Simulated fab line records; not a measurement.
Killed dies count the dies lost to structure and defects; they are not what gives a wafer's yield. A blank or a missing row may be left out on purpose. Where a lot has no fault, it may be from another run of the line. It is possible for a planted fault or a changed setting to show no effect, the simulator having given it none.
Which tool was responsible? || flow nand_harc || Sampling: 14 lots, 42 wafers, 5 of 1302 route steps

## WHAT THE GAUGES READ, wafer by wafer
NHARC_A_START_INSPECT_01.
{"lot": "L567", "measured": "day 6 11:20", "on": "defect_inspect-02", "raw_defect_count": "1 2 6"}
{"lot": "L568", "measured": "day 7 09:22", "on": "defect_inspect-02", "raw_defect_count": "1 1 6"}
{"lot": "L571", "measured": "day 8 13:27", "on": "defect_inspect-01", "raw_defect_count": "3 5 8"}
{"lot": "L577", "measured": "day 11 00:40", "on": "defect_inspect-01", "raw_defect_count": "3 5 5"}
{"lot": "L578", "measured": "day 11 09:23", "on": "defect_inspect-02", "raw_defect_count": "4 5 5"}
{"lot": "L579", "measured": "day 11 13:15", "on": "defect_inspect-02", "raw_defect_count": "3 3 1"}
{"lot": "L580", "measured": "day 12 03:47", "on": "defect_inspect-02", "raw_defect_count": "5 3 3"}
{"lot": "L581", "measured": "day 13 01:59", "on": "defect_inspect-01", "raw_defect_count": "2 2 2"}
{"lot": "L583", "measured": "day 13 20:23", "on": "defect_inspect-02", "raw_defect_count": "4 3 8"}
{"lot": "L585", "measured": "day 14 02:40", "on": "defect_inspect-02", "raw_defect_count": "3 3 3"}
{"lot": "L586", "measured": "day 14 20:22", "on": "defect_inspect-02", "raw_defect_count": "3 4 3"}
{"lot": "L587", "measured": "day 14 20:49", "on": "defect_inspect-02", "raw_defect_count": "2 4 4"}
{"lot": "L588", "measured": "day 15 06:38", "on": "defect_inspect-01", "raw_defect_count": "5 1 2"}
{"lot": "L590", "measured": "day 16 11:41", "on": "defect_inspect-01", "raw_defect_count": "1 4 6"}

NHARC_A_SOURCE_PLATE_INSPECT_08.
{"lot": "L567", "measured": "day 7 09:07", "on": "defect_inspect-02", "raw_defect_count": "56 72 72"}
{"lot": "L568", "measured": "day 8 09:34", "on": "defect_inspect-02", "raw_defect_count": "57 78 74"}
{"lot": "L571", "measured": "day 9 15:16", "on": "defect_inspect-02", "raw_defect_count": "112 93 95"}
{"lot": "L577", "measured": "day 12 02:23", "on": "defect_inspect-01", "raw_defect_count": "83 36 38"}
{"lot": "L578", "measured": "day 12 09:37", "on": "defect_inspect-02", "raw_defect_count": "77 49 96"}
{"lot": "L579", "measured": "day 12 09:37", "on": "defect_inspect-01", "raw_defect_count": "69 30 69"}
{"lot": "L580", "measured": "day 13 02:22", "on": "defect_inspect-02", "raw_defect_count": "40 44 49"}
{"lot": "L581", "measured": "day 14 02:02", "on": "defect_inspect-01", "raw_defect_count": "79 35 76"}
{"lot": "L583", "measured": "day 14 20:03", "on": "defect_inspect-02", "raw_defect_count": "45 37 31"}
{"lot": "L585", "measured": "day 15 04:14", "on": "defect_inspect-01", "raw_defect_count": "44 57 39"}
{"lot": "L586", "measured": "day 15 21:17", "on": "defect_inspect-01", "raw_defect_count": "52 39 50"}
{"lot": "L587", "measured": "day 15 21:14", "on": "defect_inspect-01", "raw_defect_count": "44 39 63"}
{"lot": "L588", "measured": "day 16 05:38", "on": "defect_inspect-02", "raw_defect_count": "41 26 38"}
{"lot": "L590", "measured": "day 17 10:18", "on": "defect_inspect-01", "raw_defect_count": "45 107 59"}

NHARC_A_ONON_D1_THK_MEAS_18: measures by ellipsometry.
{"lot": "L567", "measured": "day 7 20:04", "on": "film_metro-01", "thk_nm (nm)": "997 996 998"}
{"lot": "L568", "measured": "day 8 20:13", "on": "film_metro-01", "thk_nm (nm)": "991 991 990"}
{"lot": "L571", "measured": "day 10 04:53", "on": "film_metro-01", "thk_nm (nm)": "1011 1010 1010"}
{"lot": "L577", "measured": "day 12 12:59", "on": "film_metro-02", "thk_nm (nm)": "1021 1022 1020"}
{"lot": "L578", "measured": "day 12 20:50", "on": "film_metro-02", "thk_nm (nm)": "1010 1011 1013"}
{"lot": "L579", "measured": "day 12 20:49", "on": "film_metro-01", "thk_nm (nm)": "990 989 989"}
{"lot": "L580", "measured": "day 13 13:02", "on": "film_metro-01", "thk_nm (nm)": "1009 1009 1011"}
{"lot": "L581", "measured": "day 14 13:20", "on": "film_metro-01", "thk_nm (nm)": "981 980 981"}
{"lot": "L583", "measured": "day 15 09:50", "on": "film_metro-01", "thk_nm (nm)": "998 999 999"}
{"lot": "L585", "measured": "day 15 15:58", "on": "film_metro-02", "thk_nm (nm)": "992 995 996"}
{"lot": "L586", "measured": "day 16 07:43", "on": "film_metro-01", "thk_nm (nm)": "996 995 997"}
{"lot": "L587", "measured": "day 16 07:43", "on": "film_metro-02", "thk_nm (nm)": "990 988 988"}
{"lot": "L588", "measured": "day 16 16:23", "on": "film_metro-01", "thk_nm (nm)": "979 979 980"}
{"lot": "L590", "measured": "day 18 01:07", "on": "film_metro-02", "thk_nm (nm)": "987 987 987"}

NHARC_A_ONON_D1_THK_MEAS_24: measures by ellipsometry.
{"lot": "L567", "measured": "day 7 21:14", "on": "film_metro-01", "thk_nm (nm)": "985 984 983"}
{"lot": "L568", "measured": "day 8 21:20", "on": "film_metro-02", "thk_nm (nm)": "1001 1001 1002"}
{"lot": "L571", "measured": "day 10 06:01", "on": "film_metro-02", "thk_nm (nm)": "1006 1006 1004"}
{"lot": "L577", "measured": "day 12 14:07", "on": "film_metro-02", "thk_nm (nm)": "932 933 930 932 933 931"}
{"lot": "L578", "measured": "day 12 21:58", "on": "film_metro-02", "thk_nm (nm)": "933 933 933 932 933 934"}
{"lot": "L579", "measured": "day 12 21:57", "on": "film_metro-01", "thk_nm (nm)": "983 986 985"}
{"lot": "L580", "measured": "day 13 14:10", "on": "film_metro-02", "thk_nm (nm)": "994 994 993"}
{"lot": "L581", "measured": "day 14 14:28", "on": "film_metro-01", "thk_nm (nm)": "1008 1007 1008"}
{"lot": "L583", "measured": "day 15 10:59", "on": "film_metro-01", "thk_nm (nm)": "1008 1007 1008"}
{"lot": "L585", "measured": "day 15 17:07", "on": "film_metro-02", "thk_nm (nm)": "993 994 995"}
{"lot": "L586", "measured": "day 16 08:59", "on": "film_metro-02", "thk_nm (nm)": "994 993 993"}
{"lot": "L587", "measured": "day 16 08:50", "on": "film_metro-01", "thk_nm (nm)": "998 996 997"}
{"lot": "L588", "measured": "day 16 17:31", "on": "film_metro-01", "thk_nm (nm)": "1009 1007 1009"}
{"lot": "L590", "measured": "day 18 02:14", "on": "film_metro-02", "thk_nm (nm)": "1002 1003 1003"}

## WHICH TOOL RAN EACH LOT (tool, then ch and the chambers of the sampled wafers, then the start)
{"lot": "L567", "NHARC_A_ONON_D1_DEP_22": "pecvd_onon-02 ch 0, day 7 20:43"}
{"lot": "L568", "NHARC_A_ONON_D1_DEP_22": "pecvd_onon-04 ch 0, day 8 20:53"}
{"lot": "L571", "NHARC_A_ONON_D1_DEP_22": "pecvd_onon-02 ch 0, day 10 05:34"}
{"lot": "L577", "NHARC_A_ONON_D1_DEP_22": "pecvd_onon-02 ch 0, day 12 13:36"}
{"lot": "L578", "NHARC_A_ONON_D1_DEP_22": "pecvd_onon-02 ch 0, day 12 21:31"}
{"lot": "L579", "NHARC_A_ONON_D1_DEP_22": "pecvd_onon-04 ch 0, day 12 21:26"}
{"lot": "L580", "NHARC_A_ONON_D1_DEP_22": "pecvd_onon-01 ch 0, day 13 13:39"}
{"lot": "L581", "NHARC_A_ONON_D1_DEP_22": "pecvd_onon-04 ch 0, day 14 13:58"}
{"lot": "L583", "NHARC_A_ONON_D1_DEP_22": "pecvd_onon-04 ch 0, day 15 10:28"}
{"lot": "L585", "NHARC_A_ONON_D1_DEP_22": "pecvd_onon-01 ch 0, day 15 16:46"}
{"lot": "L586", "NHARC_A_ONON_D1_DEP_22": "pecvd_onon-01 ch 0, day 16 08:28"}
{"lot": "L587", "NHARC_A_ONON_D1_DEP_22": "pecvd_onon-04 ch 0, day 16 08:20"}
{"lot": "L588", "NHARC_A_ONON_D1_DEP_22": "pecvd_onon-01 ch 0, day 16 17:00"}
{"lot": "L590", "NHARC_A_ONON_D1_DEP_22": "pecvd_onon-01 ch 0, day 18 01:44"}
- NHARC_A_ONON_D1_DEP_22: target thk 1000 nm.

## WHAT THE TOOLS THEMSELVES READ (means of the sampled wafers that have a number; where no wafer has one, the mark that the record gives instead)
The record holds no such reading with a usual standard deviation.

## THE ANSWER, worked out from the rows above alone
Rule: usual is defined by the lots themselves. The widest of any qualifying gaps counts: lots, ordered by their means at a reading, are off when they make up no more than a third of the lots, leave a main group of 4 or more, and stand apart from it by 3 or more times the standard deviation of that group's means. The tables above print the reading to a certain number of digits; a main group whose means all agree to those digits is not used. Also off: a lot with no number at a reading for which 4 or more lots have one. The other lots that the step has rows for count as sound. Order of review: gauges by route order, followed by the tools' own readings, for which a lot's mean as printed above is used. At the first step where some lot is off, the reading lying furthest off is the one used; lots without a number count as furthest.
Off at NHARC_A_ONON_D1_THK_MEAS_24 (thk_nm): L577, L578. Main group: mean 998 nm, sd 8.2.
A tool fits if, at a process step before that reading, it ran every lot that is off, and no sound lot after the first of them. Gauges at NHARC_A_ONON_D1_THK_MEAS_24: tried the same way as those tools. One fits: NHARC_A_ONON_D1_DEP_22 on pecvd_onon-02. Its last sound lot is L571 (day 10 05:34), its first lot that is off L577 (day 12 13:36): a fault that began between those two fits.

## WHAT HAD BEEN PUT IN BY THE SIMULATOR
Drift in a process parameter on pecvd_onon-02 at NHARC_A_ONON_D1_DEP_22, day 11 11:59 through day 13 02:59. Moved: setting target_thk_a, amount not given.
Shown lots that were struck: L577, L578. The rule given above showed the same thing.
